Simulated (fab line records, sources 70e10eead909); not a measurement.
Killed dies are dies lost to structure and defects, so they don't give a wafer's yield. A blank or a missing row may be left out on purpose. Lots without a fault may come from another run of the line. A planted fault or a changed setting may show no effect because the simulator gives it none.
A struck lot beside a sound one | flow nand_harc | 14 steps out of a route of 1302
Sound: wafers L103.2, L103.3, L103.4. Struck: wafers L110.1, L110.3, L110.5. The cause comes at the end.
At each step with rows: each side's tool, then ch and its chambers, then its first start. Under that, the readings that differ: sound wafers | struck wafers | difference of the means | sigmas: that difference in standard deviations of wafers without a fault.
alike: readings whose means differ by less than 2 such deviations, and words and numbers that are the same on both sides. not compared: withheld readings, readings that some wafer has no value for, bounds like >300 that may hide the same value, and numbers for which the record gives no deviation and whose values overlap.
The two part at a step that has a row with sigmas, a row that says differs or no value, or rows on one side only. Numbers that don't overlap but have no deviation are shown without sigmas and don't part them. A reading that every wafer of one side lacks parts them only if that side has two wafers or more.

NHARC_P_CONTACT_INSPECT_14:
  sound on defect_inspect-01, day 6 07:18; struck on defect_inspect-01, day 9 06:07
  reading          | sound | struck  | difference | sigmas
  raw_defect_count | 3 4 5 | 12 9 10 | +6         | +3
NHARC_P_CONTACT_DESCUM_17: chemistry O2, time 3 s.
  sound on rie_diel-10 ch 1,2,3, day 6 07:22; struck on rie_diel-10 ch 1,3, day 9 06:11
  alike: drypump_motor_current_A, oes_product_au, rf_vpp_V, showerhead_plenum_p_Torr, throttle_valve_pct
  not compared: rf_hours_counter_h
then, 1 step without rows for these wafers: NHARC_P_CONTACT_ETCH_35 (etches the open film in CF4, target depth 39 nm, time 65 s).
NHARC_P_CONTACT_ETCH_36: etches the open film in N2/H2, target depth 260 nm, time 406.25 s.
  sound on rie_diel-10 ch 0,2,3; struck on rie_diel-10 ch 1,2
  alike: drypump_motor_current_A, n2_flow_sccm, oes_product_au, rf_vpp_V, showerhead_plenum_p_Torr, throttle_valve_pct
  not compared: rf_hours_counter_h
NHARC_P_CONTACT_ETCH_18: etches the open film in C4F8/O2/Ar, target depth 481 nm, time 240.5 s.
  sound on rie_diel-10 ch 1,2,3; struck on rie_diel-10 ch 1,2,3
  alike: oes_product_au, rf_vpp_V
  not compared: rf_hours_counter_h
then, 1 step without rows for these wafers: NHARC_P_CONTACT_STRIP_37 (strips in C4F8/O2/Ar).
NHARC_P_CONTACT_ETCH_31: etches the open film in CH3F/O2, target depth 30 nm, time 85.7 s.
  sound on rie_diel-10 ch 0,1,3; struck on rie_diel-10 ch 0,1,3
  alike: drypump_motor_current_A, oes_product_au, rf_vpp_V, showerhead_plenum_p_Torr, throttle_valve_pct
  not compared: rf_hours_counter_h
NHARC_P_CONTACT_CD_MEAS_19:
  sound on cd_sem-03, day 6 08:14; struck on cd_sem-03, day 9 07:04
  alike: cd_nm
then, 2 steps without rows for these wafers: NHARC_P_CONTACT_STRIP_28 (strips in O2); NHARC_P_CONTACT_STRIP_29 (strips in post etch residue remover, time 1200 s).
NHARC_P_CONTACT_DEGAS_38: time 60 s.
  sound on pvd_sputter-02, day 6 08:57; struck on pvd_sputter-02, day 9 07:49
  alike: heater_power_w, susceptor_temp_C
then, 1 step without rows for these wafers: NHARC_P_CONTACT_PRE_CLEAN_39 (time 19.5 s).
NHARC_P_CONTACT_PVD_32: deposits Ti, target thk 5 nm, time 17.7 s.
  sound on pvd_sputter-02, day 6 09:05; struck on pvd_sputter-02, day 9 07:56
  no value came back on the struck wafers for cathode_dc_power_W (W), chamber_pressure_pa (Pa), throttle_valve_pct (%); on the sound wafers cathode_dc_power_W (W) reads 4998.4 5000.3 4999.5
then, 1 step without rows for these wafers: NHARC_P_CONTACT_ALD_22 (deposits TiN, target thk 3 nm, pulse time 1 s, ald cycles 150).

WHERE THEY PART
First at NHARC_P_CONTACT_INSPECT_14; last, within this record, at NHARC_P_CONTACT_PVD_32.

WHY: what the simulator had put in
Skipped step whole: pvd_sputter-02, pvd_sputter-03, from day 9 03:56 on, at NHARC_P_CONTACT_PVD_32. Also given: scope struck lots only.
